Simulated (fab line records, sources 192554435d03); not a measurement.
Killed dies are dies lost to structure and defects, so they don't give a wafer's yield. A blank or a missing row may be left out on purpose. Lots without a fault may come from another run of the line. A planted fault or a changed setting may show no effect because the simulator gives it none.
Split-lot experiment | flow n5_finfet | 7 lots, 21 wafers read, on a route of 1938 steps

THE SPLIT
At N5_WELL_APT_COAT_02 (resist thk 950 nm), the setting spin_rpm was moved away from the recipe's 1357 rpm on 3 of the 21 wafers read, by -10.1% to +10.5%. The other wafers ran this setting at the recipe's value.

The reading is taken at the split's own step.

THE READING
coat_of_WELL_APT_COAT_02.thk_nm (the simulator's own value, which no gauge read), in nm, at N5_WELL_APT_COAT_02 (resist thk 950 nm). The file gives no usual value for it. The 18 wafers here that ran the recipe average 951.4 nm, standard deviation 2.9 nm.

wafer  | tool, chamber at the split | spin_rpm as run, rpm | against the recipe | coat_of_WELL_APT_COAT_02.thk_nm, nm | against lot-mates on the recipe
L076.2 | litho_track-02, 0          | 1357                 | recipe             | 953.6                               | -
L076.4 | litho_track-02, 0          | 1357                 | recipe             | 954.2                               | -
L076.6 | litho_track-02, 0          | 1357                 | recipe             | 957.2                               | -
L083.1 | litho_track-05, 0          | 1357                 | recipe             | 952                                 | -
L083.4 | litho_track-05, 0          | 1357                 | recipe             | 954.3                               | -
L083.5 | litho_track-05, 0          | 1357                 | recipe             | 952.6                               | -
L085.1 | litho_track-05, 0          | 1357                 | recipe             | 944.1                               | -
L085.5 | litho_track-05, 0          | 1357                 | recipe             | 948.2                               | -
L085.6 | litho_track-05, 0          | 1357                 | recipe             | 949                                 | -
L086.2 | litho_track-02, 0          | 1220                 | -10.1%             | 1003                                | +51.5
L086.3 | litho_track-02, 0          | 1357                 | recipe             | 952.1                               | -
L086.6 | litho_track-02, 0          | 1357                 | recipe             | 950.9                               | -
L088.2 | litho_track-02, 0          | 1357                 | recipe             | 952.1                               | -
L088.3 | litho_track-02, 0          | 1357                 | recipe             | 953.2                               | -
L088.4 | litho_track-02, 0          | 1446                 | +6.6%              | 925.8                               | -26.9
L089.2 | litho_track-05, 0          | 1357                 | recipe             | 947.9                               | -
L089.4 | litho_track-05, 0          | 1357                 | recipe             | 953.3                               | -
L089.6 | litho_track-05, 0          | 1357                 | recipe             | 949.3                               | -
L096.1 | litho_track-05, 0          | 1499                 | +10.5%             | 900.1                               | -50.4
L096.2 | litho_track-05, 0          | 1357                 | recipe             | 951.4                               | -
L096.6 | litho_track-05, 0          | 1357                 | recipe             | 949.6                               | -

THE FIT
A straight line over all 21 wafers: coat_of_WELL_APT_COAT_02.thk_nm changes by -4.83 nm for each +1% of spin_rpm; r = -0.98; the points scatter about the line by 3.2 nm.
The same after taking each lot's own level away (the mean of its wafers on the recipe; 21 wafers): -4.82 nm for each +1%; r = -0.99; scatter 1.9 nm.
On that fit, the largest move of spin_rpm shifts the reading by 50 nm.
The lots' own levels span 947.10 to 955.00 nm, that is 2.7 times the standard deviation above.
So the lot-to-lot level changes the slope little: the two slopes agree.
Check: with one of the wafers moved furthest among these (+10.5%) left out of the fit, the line predicts -49.8 nm for it against its lot-mates. It came out at -50.4 nm against them.

OTHER SPLITS ON THESE WAFERS
These wafers also went through other splits before the reading. Each is held against what the fit with the lots' levels taken away leaves over:
other split on the same wafers  | wafers away from the commonest value | r with coat_of_WELL_APT_COAT_02.thk_nm (lot level and that fit taken away)
N5_ZERO_LAYER_EXPOSE_08 dose_mj | 7                                    | -0.01

THE FILE'S OWN FIT
coat_of_WELL_APT_COAT_02.thk_nm changes by -4.82 nm for each +1% of spin_rpm, r = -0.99.
